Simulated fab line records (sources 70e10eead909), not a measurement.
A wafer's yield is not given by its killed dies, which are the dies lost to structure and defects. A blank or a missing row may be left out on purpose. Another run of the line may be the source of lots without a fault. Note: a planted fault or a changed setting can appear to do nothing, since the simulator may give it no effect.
Chamber matching	flow nand_harc	NHARC_P_GATE_STRIP_108 on rie_diel-12 has 4 sister chambers
The step strips in O2. 4 wafers are shown with their chamber, then 8 later ones without.

== WAFERS WITH THEIR CHAMBER ==
wafer	chamber	showerhead_plenum_p_Torr (Torr)
L434.5	0	3.72
L439.2	1	3.60
L439.3	3	3.73
L441.2	2	3.38

== WAFERS WITHOUT THEIR CHAMBER ==
wafer	showerhead_plenum_p_Torr (Torr)
L441.4	3.73
L441.5	3.60
L444.1	3.72
L444.3	3.72
L444.6	3.59
L445.1	3.59
L445.2	3.72
L445.5	3.72

== WHICH CHAMBER EACH ONE RAN IN ==
wafer	from the rows above	in truth
L441.4	can't be placed: 3 or 0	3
L441.5	1	1
L444.1	can't be placed: 0 or 3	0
L444.3	can't be placed: 0 or 3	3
L444.6	1	1
L445.1	1	1
L445.2	can't be placed: 0 or 3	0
L445.5	can't be placed: 0 or 3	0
Placed correctly: 3 of 8. Not placeable from these rows: 5 (in 5, the candidates include the true chamber). Number placed wrongly: 0.
How it was worked out, from the rows above alone: a wafer's distance from a chamber is the root of the sum, over the readings, of the square of ((its reading less the chamber's mean) divided by the reading's scatter). The wafer belongs to the nearest chamber; if the next one is less than 2 further off, it can't be placed. A chamber's mean is the mean of its shown wafers. The scatter (one wafer shown for each chamber): square how far every hidden wafer sits from the nearest shown wafer, average those squares and take the square root.
